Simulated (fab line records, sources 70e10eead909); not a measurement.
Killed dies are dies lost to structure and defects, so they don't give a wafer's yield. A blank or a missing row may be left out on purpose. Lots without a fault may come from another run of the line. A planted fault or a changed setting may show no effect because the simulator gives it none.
fab line records | flow nand_harc | part 1 of 2: steps 1 to 15 of 21
record lots=5 wafers=15 last_day=32
route steps=1302 shown A_STAIRCASE@662
lots that met no fault: from a run of the same line without faults
start_h: hours from the record's first day to the start of the lot's first wafer shown | wait_h: hours since the lot's step before | " the same as in the row above | L1.1+2: a row that stands for several wafers | - no value, or no start given | * or withheld: withheld | < > ~ a bound
route shown NAME@n: a module of which the file shows steps, and the number in the route of the first | usual: mean/standard deviation of fault-free wafers | same: alike in all rows | chamber/n: place in a boat | sites: the reading at each site | _std_site: their standard deviation | _edge_site: outer sites' mean less inner sites' | radius_mm: how far each site lies from the wafer's centre | mask NAME#n: copy n | behind: the tool/chamber that last shaped the wafer | hold: why the lot was held/for how many hours/how that ended | device: the transistor (n, p or np) that didn't switch | end of line: the same wafers' tests at the end of the route | a step without rows: its recipe alone | killed: dies lost to structure and defects at the first sort, not the wafer's yield | map: a wafer's dies, x killed, . not, _ none there
set.NAME: the setting as run; set.NAME@STEP: as run at that earlier step | model.NAME: the simulator's own value behind a step, which no gauge read
lots at some steps of the route; a table a step, a row a wafer
services: from which hour (start_h, from the record's first day; less than 0 if before it) a tool's chamber was out of use, for how many hours, and why
## steps
# step NHARC_A_STAIRCASE_EXPOSE_06
# recipe na=0.5 dose_mj=25.43 mask_id=STAIR
# usual exposure_dose_mJ_cm2=25.431/0.024
# columns lot.wafer tool chamber start_h wait_h mask exposure_dose_mJ_cm2
L084.2 krf_scanner-04 0 450.17 - STAIR#0 25.415
L084.3 " 0 " " STAIR#0 25.412
L084.5 " 0 " " STAIR#0 25.403
L087.1 krf_scanner-03 0 494.89 - STAIR#0 25.419
L087.2 " 0 " " STAIR#0 25.450
L087.5 " 0 " " STAIR#0 25.424
L090.2 krf_scanner-03 0 513.51 - STAIR#0 25.476
L090.4 " 0 " " STAIR#0 25.423
L090.5 " 0 " " STAIR#0 25.455
L095.1 krf_scanner-01 0 553.87 - STAIR#0 25.472
L095.4 " 0 " " STAIR#0 25.442
L095.5 " 0 " " STAIR#0 25.423
L094.1 krf_scanner-03 0 554.15 - STAIR#0 25.375
L094.2 " 0 " " STAIR#0 25.406
L094.5 " 0 " " STAIR#0 25.422
# step NHARC_A_STAIRCASE_PEB_07
# recipe peb_temp_c=115 peb_time_s=130
# columns lot.wafer tool chamber start_h wait_h
L084.2+3+5 litho_track-02 0 450.23 0.1
L087.1+2+5 litho_track-02 0 494.95 0.1
L090.2+4+5 litho_track-02 0 513.57 0.1
L095.1+4+5 litho_track-05 0 553.94 0.1
L094.1+2+5 litho_track-02 0 554.21 0.1
# step NHARC_A_STAIRCASE_DEVELOP_08
# recipe time_s=140
# columns lot.wafer tool chamber start_h wait_h
L084.2+3+5 litho_track-02 0 - -
L087.1+2+5 litho_track-02 0 - -
L090.2+4+5 litho_track-02 0 - -
L095.1+4+5 litho_track-05 0 - -
L094.1+2+5 litho_track-02 0 - -
# step NHARC_A_STAIRCASE_HARDBAKE_10
# recipe temp_c=120 time_s=140
# columns lot.wafer tool chamber start_h wait_h
L084.2+3+5 litho_track-07 0 450.46 -
L087.1+2+5 litho_track-05 0 495.17 -
L090.2+4+5 litho_track-05 0 513.80 -
L095.1+4+5 litho_track-05 0 554.16 -
L094.1+2+5 litho_track-02 0 554.43 -
# step NHARC_A_STAIRCASE_DESCUM_11
# recipe time_s=3 o2_flow_sccm=200 ar_flow_sccm=0 bias_power_w=0 chemistry=O2
# usual drypump_motor_current_A=5.8/0.48 mfc_ar_sccm=0.012/0.013 o2_flow_sccm=200.0/0.56 oes_product_au=1.001/0.013 rf_vpp_V=57.6/0.81 showerhead_plenum_p_Torr=1.87/0.086 throttle_valve_pct=11.310/0.0088
# columns lot.wafer tool chamber start_h wait_h drypump_motor_current_A mfc_ar_sccm o2_flow_sccm oes_product_au rf_hours_counter_h rf_vpp_V showerhead_plenum_p_Torr throttle_valve_pct
L084.2 rie_diel-04 2 450.57 - 5.8 0.019 199.9 1.013 28 56.5 1.79 11.306
L084.3 " 3 " " 6.6 0.012 200.8 1.013 32 57.4 1.96 11.303
L084.5 " 0 " " 5.3 0.027 200.2 0.987 - 56.8 1.79 11.305
L087.2 rie_diel-10 2 495.26 - 5.5 0 200.7 1.012 20 56.6 1.77 11.316
L087.1 " 0 " " 6.2 0 199.8 1.005 21 56.5 1.77 11.321
L087.5 " 2 " " 5.5 0 200.2 1.017 - 56.2 1.77 11.323
L090.4 rie_diel-10 0 513.94 - 6.1 0 199.6 1.001 30 57.5 1.77 11.316
L090.2 " 1 " " 5.2 0 200.9 0.989 26 58.0 1.97 11.307
L090.5 " 0 " " 6.2 0 200.1 0.999 - 55.7 1.77 11.306
L095.4 rie_diel-04 1 554.25 - 6.6 0 200.0 1.005 2 57.0 1.95 11.309
L095.1 " 2 " " 5.8 0.019 200.3 0.997 2 58.2 1.78 11.312
L095.5 " 2 " " 5.7 0.019 199.7 0.999 - 57.8 1.78 11.299
L094.2 rie_diel-10 1 554.54 - 5.2 0 200.0 0.995 39 58.8 1.97 11.304
L094.1 " 2 " " 5.5 0 199.6 1.010 38 57.7 1.76 11.321
L094.5 " 3 " " 6.1 0.033 199.7 0.993 - 56.5 1.89 11.300
# step NHARC_A_STAIRCASE_TRIM_12
# recipe time_s=211.2 o2_flow_sccm=500 ar_flow_sccm=0 bias_w=0 chemistry=O2
# usual drypump_motor_current_A=5.9/0.49 mfc_ar_sccm=0.011/0.012 o2_flow_sccm=499.9/1.5 oes_product_au=1.000/0.013 rf_vpp_V=57.6/0.89 showerhead_plenum_p_Torr=3.46/0.15 throttle_valve_pct=17.037/0.0086
# same bias_w=0
# columns lot.wafer tool chamber start_h wait_h drypump_motor_current_A mfc_ar_sccm o2_flow_sccm oes_product_au rf_hours_counter_h rf_vpp_V showerhead_plenum_p_Torr throttle_valve_pct
L084.2 rie_diel-04 3 450.64 0.1 6.6 0.012 500.8 1.022 32 57.1 3.61 17.037
L084.3 " 1 " " 6.6 0 495.6 1.002 27 57.0 3.60 17.050
L084.5 " 0 " " 5.3 0.027 499.9 0.986 - 55.6 3.31 17.043
L087.1 rie_diel-10 2 495.36 0.1 5.6 0 500.3 1.016 20 58.6 3.28 17.040
L087.2 " 3 " " 6.1 0.033 498.0 1.004 21 58.9 3.51 17.036
L087.5 " 2 " " 5.6 0 500.7 1.019 - 56.8 3.28 17.026
L090.2 rie_diel-10 2 514.09 0.1 5.5 0 501.3 1.002 27 58.2 3.28 17.049
L090.4 " 0 " " 6.1 0 498.2 0.990 30 56.9 3.28 17.044
L090.5 " 2 " " 5.5 0 501.2 1.006 - 56.9 3.28 17.032
L095.4 rie_diel-04 0 554.33 0.1 5.3 0.027 501.4 0.991 2 58.3 3.30 17.033
L095.1 " 2 " " 5.8 0.019 500.5 0.996 2 57.0 3.30 17.037
L095.5 " 1 " " 6.6 0 499.7 1.008 - 57.6 3.58 17.035
L094.1 rie_diel-10 1 554.62 0.1 5.2 0 500.4 0.998 40 57.6 3.62 17.028
L094.2 " 2 " " 5.5 0 499.8 1.009 38 58.5 3.27 17.039
L094.5 " 1 " " 5.2 0 499.5 0.987 - 58.4 3.62 17.034
# step NHARC_A_STAIRCASE_ETCH_13
# recipe target_depth_a=1000 time_s=40.5 ion_energy_ev=400 c4f8_flow_sccm=20 o2_flow_sccm=10 ar_flow_sccm=withheld rf_w=600 bias_w=1000 chemistry=C4F8/O2
# usual bias_w=999.9/2.8 oes_product_au=0.946/0.018 rf_vpp_V=893/5.4
# columns lot.wafer tool chamber start_h wait_h bias_w oes_product_au rf_hours_counter_h rf_vpp_V
L084.2 rie_diel-04 2 - - 1000.0 0.985 28 887
L084.3 " 0 " " 1002.4 0.930 30 889
L084.5 " 2 " " 998.5 0.978 - 888
L087.1 rie_diel-10 2 - - 1000.1 0.961 20 886
L087.2 " 1 " " 1000.9 0.941 19 899
L087.5 " 3 " " 1002.4 0.959 - 895
L090.4 rie_diel-10 3 - - 997.2 0.940 31 895
L090.2 " 0 " " 998.5 0.925 30 887
L090.5 " 0 " " 998.8 0.928 - 886
L095.4 rie_diel-04 3 - - 999.9 0.974 3 898
L095.1 " 2 " " 996.0 0.941 2 889
L095.5 " 0 " " 1000.2 0.946 - 887
L094.2 rie_diel-10 3 - - 998.3 0.908 47 894
L094.1 " 1 " " 999.3 0.911 40 899
L094.5 " 0 " " 996.5 0.907 - 886
# step NHARC_A_STAIRCASE_TRIM_14
# recipe time_s=211.2 o2_flow_sccm=500 ar_flow_sccm=0 bias_w=0 chemistry=O2
# usual drypump_motor_current_A=5.9/0.49 mfc_ar_sccm=0.012/0.013 o2_flow_sccm=499.9/1.6 oes_product_au=0.999/0.013 rf_vpp_V=57.7/0.9 showerhead_plenum_p_Torr=3.46/0.15 throttle_valve_pct=17.035/0.0091
# same bias_w=0
# columns lot.wafer tool chamber start_h wait_h drypump_motor_current_A mfc_ar_sccm o2_flow_sccm oes_product_au rf_hours_counter_h rf_vpp_V showerhead_plenum_p_Torr throttle_valve_pct
L084.3 rie_diel-04 0 - - 5.4 0.027 499.9 0.986 30 59.2 3.31 17.027
L084.2 " 1 " " 6.6 0 499.8 1.001 27 57.9 3.60 17.045
L084.5 " 2 " " 5.7 0.019 500.6 1.025 - 56.8 3.31 17.048
L087.1 rie_diel-10 3 - - 6.1 0.033 501.2 0.998 21 57.1 3.51 17.022
L087.2 " 0 " " 6.2 0 503.5 0.996 21 55.3 3.29 17.026
L087.5 " 1 " " 5.2 0 501.6 0.997 - 57.4 3.63 17.028
L090.4 rie_diel-10 0 - - 6.2 0 501.4 0.997 30 58.0 3.28 17.029
L090.2 " 1 " " 5.2 0 496.1 0.989 26 59.0 3.63 17.044
L090.5 " 3 " " 6.1 0.033 499.0 0.999 - 57.0 3.50 17.041
L095.4 rie_diel-04 3 - - 6.6 0.012 501.9 1.001 3 57.9 3.59 17.035
L095.1 " 0 " " 5.3 0.027 502.7 0.993 2 57.3 3.30 17.042
L095.5 " 0 " " 5.3 0.027 501.2 0.980 - 56.0 3.30 17.013
L094.1 rie_diel-10 0 - - 6.1 0 500.2 0.990 48 56.1 3.28 17.040
L094.2 " 1 " " 5.2 0 499.5 0.993 40 58.4 3.62 17.021
L094.5 " 2 " " 5.6 0 501.6 1.008 - 56.6 3.27 17.042
# step NHARC_A_STAIRCASE_ETCH_15
# recipe target_depth_a=1000 time_s=40.5 ion_energy_ev=400 c4f8_flow_sccm=20 o2_flow_sccm=10 ar_flow_sccm=withheld rf_w=600 bias_w=1000 chemistry=C4F8/O2
# usual bias_w=999.8/3 oes_product_au=0.945/0.016 rf_vpp_V=894/5.5
# columns lot.wafer tool chamber start_h wait_h bias_w oes_product_au rf_hours_counter_h rf_vpp_V
L084.3 rie_diel-04 3 - - 1001.0 0.953 32 899
L084.2 " 0 " " 1000.8 0.916 30 888
L084.5 " 2 " " 1002.1 0.965 - 889
L087.2 rie_diel-10 3 - - 995.0 0.941 21 894
L087.1 " 0 " " 998.7 0.950 21 886
L087.5 " 2 " " 1002.2 0.955 - 887
L090.4 rie_diel-10 3 - - 999.2 0.927 31 894
L090.2 " 0 " " 998.3 0.932 31 888
L090.5 " 2 " " 1000.7 0.957 - 888
L095.4 rie_diel-04 3 - - 996.0 0.946 3 899
L095.1 " 0 " " 998.5 0.933 3 887
L095.5 " 2 " " 997.1 0.950 - 887
L094.2 rie_diel-10 1 - - 1002.8 0.930 40 901
L094.1 " 0 " " 1001.0 0.940 48 887
L094.5 " 1 " " 998.4 0.929 - 899
# step NHARC_A_STAIRCASE_TRIM_16
# recipe time_s=211.2 o2_flow_sccm=500 ar_flow_sccm=0 bias_w=0 chemistry=O2
# usual drypump_motor_current_A=5.9/0.49 mfc_ar_sccm=0.012/0.013 o2_flow_sccm=499.7/1.4 oes_product_au=0.999/0.012 rf_vpp_V=57.6/0.88 showerhead_plenum_p_Torr=3.46/0.15 throttle_valve_pct=17.036/0.0092
# same bias_w=0
# columns lot.wafer tool chamber start_h wait_h drypump_motor_current_A mfc_ar_sccm o2_flow_sccm oes_product_au rf_hours_counter_h rf_vpp_V showerhead_plenum_p_Torr throttle_valve_pct
L084.3 rie_diel-04 0 - - 5.3 0.027 500.1 0.986 30 56.7 3.31 17.032
L084.2 " 1 " " 6.5 0 501.2 1.002 27 58.2 3.60 17.031
L084.5 " 1 " " 6.6 0 499.7 0.999 - 58.5 3.60 17.034
L087.2 rie_diel-10 0 - - 6.2 0 501.1 0.992 21 57.5 3.29 17.034
L087.1 " 2 " " 5.5 0 500.7 1.022 20 56.7 3.28 17.034
L087.5 " 0 " " 6.2 0 499.0 1.003 - 56.0 3.29 17.036
L090.2 rie_diel-10 2 - - 5.6 0 501.8 1.003 27 59.5 3.28 17.046
L090.4 " 1 " " 5.2 0 498.4 0.991 26 58.1 3.63 17.026
L090.5 " 2 " " 5.6 0 500.4 1.004 - 55.4 3.28 17.047
L095.4 rie_diel-04 1 - - 6.6 0 500.4 1.006 2 59.2 3.59 17.026
L095.1 " 2 " " 5.8 0.019 501.0 0.987 3 57.1 3.30 17.035
L095.5 " 0 " " 5.3 0.027 497.8 0.998 - 56.9 3.30 17.057
L094.2 rie_diel-10 0 - - 6.2 0 500.5 0.987 48 58.0 3.27 17.039
L094.1 " 2 " " 5.5 0 500.2 1.015 39 57.1 3.27 17.032
L094.5 " 3 " " 6.1 0.033 498.2 0.998 - 58.5 3.49 17.044
# step NHARC_A_STAIRCASE_ETCH_17
# recipe target_depth_a=1000 time_s=40.5 ion_energy_ev=400 c4f8_flow_sccm=20 o2_flow_sccm=10 ar_flow_sccm=withheld rf_w=600 bias_w=1000 chemistry=C4F8/O2
# usual bias_w=1000/3.1 oes_product_au=0.943/0.015 rf_vpp_V=894/5.6
# columns lot.wafer tool chamber start_h wait_h bias_w oes_product_au rf_hours_counter_h rf_vpp_V
L084.2 rie_diel-04 2 - - 999 0.992 28 888
L084.3 " 1 " " 999 0.948 27 899
L084.5 " 2 " " 999 0.985 - 888
L087.2 rie_diel-10 2 - - 1000 0.970 20 886
L087.1 " 3 " " 995 0.942 21 894
L087.5 " 2 " " 996 0.961 - 887
L090.4 rie_diel-10 2 - - 995 0.939 28 887
L090.2 " 0 " " 998 0.919 31 885
L090.5 " 2 " " 996 0.940 - 888
L095.4 rie_diel-04 3 - - 1004 0.936 3 900
L095.1 " 0 " " 1001 0.928 3 887
L095.5 " 2 " " 999 0.938 - 887
L094.2 rie_diel-10 0 - - 998 0.931 48 886
L094.1 " 1 " " 1001 0.943 40 901
L094.5 " 1 " " 998 0.926 - 899
# step NHARC_A_STAIRCASE_TRIM_18
# recipe time_s=211.2 o2_flow_sccm=500 ar_flow_sccm=0 bias_w=0 chemistry=O2
# usual drypump_motor_current_A=5.8/0.49 mfc_ar_sccm=0.011/0.012 o2_flow_sccm=500.0/1.5 oes_product_au=1.001/0.013 rf_vpp_V=57.8/1 showerhead_plenum_p_Torr=3.46/0.14 throttle_valve_pct=17.037/0.0086
# same bias_w=0
# columns lot.wafer tool chamber start_h wait_h drypump_motor_current_A mfc_ar_sccm o2_flow_sccm oes_product_au rf_hours_counter_h rf_vpp_V showerhead_plenum_p_Torr throttle_valve_pct
L084.3 rie_diel-04 1 - - 6.6 0 500.5 1.004 27 58.2 3.60 17.038
L084.2 " 0 " " 5.4 0.027 501.8 0.992 30 57.3 3.31 17.036
L084.5 " 2 " " 5.8 0.019 500.6 1.032 - 58.1 3.31 17.051
L087.1 rie_diel-10 2 - - 5.6 0 501.9 1.016 20 57.8 3.28 17.045
L087.2 " 0 " " 6.2 0 498.6 0.990 21 58.1 3.29 17.029
L087.5 " 1 " " 5.2 0 501.4 0.995 - 57.2 3.63 17.045
L090.4 rie_diel-10 1 - - 5.2 0 499.8 0.988 27 57.6 3.63 17.025
L090.2 " 3 " " 6.1 0.033 502.2 0.993 31 59.0 3.50 17.030
L090.5 " 1 " " 5.2 0 500.4 0.985 - 57.9 3.63 17.038
L095.4 rie_diel-04 3 - - 6.6 0.012 501.8 1.009 3 59.0 3.59 17.037
L095.1 " 1 " " 6.6 0 500.7 1.012 2 57.4 3.59 17.036
L095.5 " 2 " " 5.8 0.019 498.6 0.995 - 57.5 3.30 17.029
L094.1 rie_diel-10 0 - - 6.1 0 502.5 0.990 48 55.8 3.27 17.029
L094.2 " 1 " " 5.2 0 501.8 0.999 40 59.4 3.62 17.030
L094.5 " 1 " " 5.2 0 500.8 0.988 - 57.1 3.62 17.050
# step NHARC_A_STAIRCASE_ETCH_19
# recipe target_depth_a=1000 time_s=40.5 ion_energy_ev=400 c4f8_flow_sccm=20 o2_flow_sccm=10 ar_flow_sccm=withheld rf_w=600 bias_w=1000 chemistry=C4F8/O2
# usual bias_w=1000/3.1 oes_product_au=0.943/0.014 rf_vpp_V=893/5.3
# columns lot.wafer tool chamber start_h wait_h bias_w oes_product_au rf_hours_counter_h rf_vpp_V
L084.2 rie_diel-04 0 - - 1001 0.935 30 889
L084.3 " 2 " " 996 0.976 28 888
L084.5 " 0 " " 1004 0.934 - 888
L087.1 rie_diel-10 0 - - 1001 0.934 21 887
L087.2 " 3 " " 1002 0.952 21 895
L087.5 " 0 " " 1000 0.934 - 886
L090.4 rie_diel-10 0 - - 998 0.930 31 886
L090.2 " 1 " " 998 0.923 27 899
L090.5 " 3 " " 1001 0.952 - 895
L095.4 rie_diel-04 3 - - 1003 0.956 3 897
L095.1 " 0 " " 1006 0.937 3 887
L095.5 " 3 " " 1008 0.957 - 898
L094.2 rie_diel-10 0 - - 1001 0.923 48 887
L094.1 " 1 " " 1003 0.937 40 900
L094.5 " 3 " " 1001 0.929 - 896
# step NHARC_A_STAIRCASE_TRIM_20
# recipe time_s=211.2 o2_flow_sccm=500 ar_flow_sccm=0 bias_w=0 chemistry=O2
# usual drypump_motor_current_A=5.9/0.49 mfc_ar_sccm=0.011/0.012 o2_flow_sccm=500.1/1.4 oes_product_au=1.001/0.014 rf_vpp_V=57.6/0.89 showerhead_plenum_p_Torr=3.48/0.16 throttle_valve_pct=17.037/0.0095
# same bias_w=0
# columns lot.wafer tool chamber start_h wait_h drypump_motor_current_A mfc_ar_sccm o2_flow_sccm oes_product_au rf_hours_counter_h rf_vpp_V showerhead_plenum_p_Torr throttle_valve_pct
L084.2 rie_diel-04 3 451.66 0.1 6.6 0.012 500.7 1.003 32 59.0 3.61 17.031
L084.3 " 1 " " 6.6 0 500.7 0.993 27 57.1 3.60 17.024
L084.5 " 0 " " 5.3 0.027 500.6 0.974 - 58.5 3.31 17.032
L087.1 rie_diel-10 1 496.39 0.1 5.2 0 498.6 0.991 20 57.8 3.63 17.016
L087.2 " 3 " " 6.1 0.033 501.1 1.000 21 57.7 3.50 17.030
L087.5 " 0 " " 6.2 0 500.5 0.991 - 57.1 3.29 17.020
L090.4 rie_diel-04 0 515.73 0.1 5.3 0.027 499.8 0.994 49 56.0 3.30 17.030
L090.2 " 2 " " 5.7 0.019 498.1 1.020 45 56.9 3.31 17.030
L090.5 " 0 " " 5.3 0.027 500.5 0.995 - 57.8 3.30 17.047
L095.1 rie_diel-05 2 555.36 0.1 5.6 0.025 500.5 1.019 40 57.6 3.44 17.031
L095.4 " 3 " " 5.7 0 498.8 0.989 41 58.0 3.75 17.040
L095.5 " 2 " " 5.6 0.025 498.6 1.021 - 57.6 3.44 17.021
L094.1 rie_diel-04 3 555.65 0.1 6.6 0.012 499.5 1.017 3 58.1 3.59 17.043
L094.2 " 1 " " 6.6 0 499.4 1.015 3 57.6 3.59 17.038
L094.5 " 3 " " 6.6 0.012 499.1 1.015 - 56.7 3.59 17.040
# step NHARC_A_STAIRCASE_ETCH_21
# recipe target_depth_a=1000 time_s=40.5 ion_energy_ev=400 c4f8_flow_sccm=20 o2_flow_sccm=10 ar_flow_sccm=withheld rf_w=600 bias_w=1000 chemistry=C4F8/O2
# usual bias_w=1000/3.3 oes_product_au=0.953/0.021 rf_vpp_V=894/5.7
# columns lot.wafer tool chamber start_h wait_h bias_w oes_product_au rf_hours_counter_h rf_vpp_V
L084.2 rie_diel-04 0 - - 999 0.920 30 889
L084.3 " 1 " " 1001 0.945 27 898
L084.5 " 3 " " 997 0.961 - 898
L087.2 rie_diel-10 2 - - 994 0.958 21 888
L087.1 " 0 " " 995 0.937 22 888
L087.5 " 2 " " 996 0.967 - 887
L090.4 rie_diel-04 3 - - 1000 0.967 49 898
L090.2 " 1 " " 1001 0.949 45 899
L090.5 " 2 " " 994 0.965 - 887
L095.1 rie_diel-05 0 - - 1004 0.988 42 896
L095.4 " 1 " " 997 0.984 39 892
L095.5 " 0 " " 1004 0.992 - 898
L094.1 rie_diel-04 3 - - 998 0.959 3 900
L094.2 " 0 " " 1003 0.987 3 887
L094.5 " 3 " " 1000 0.970 - 899
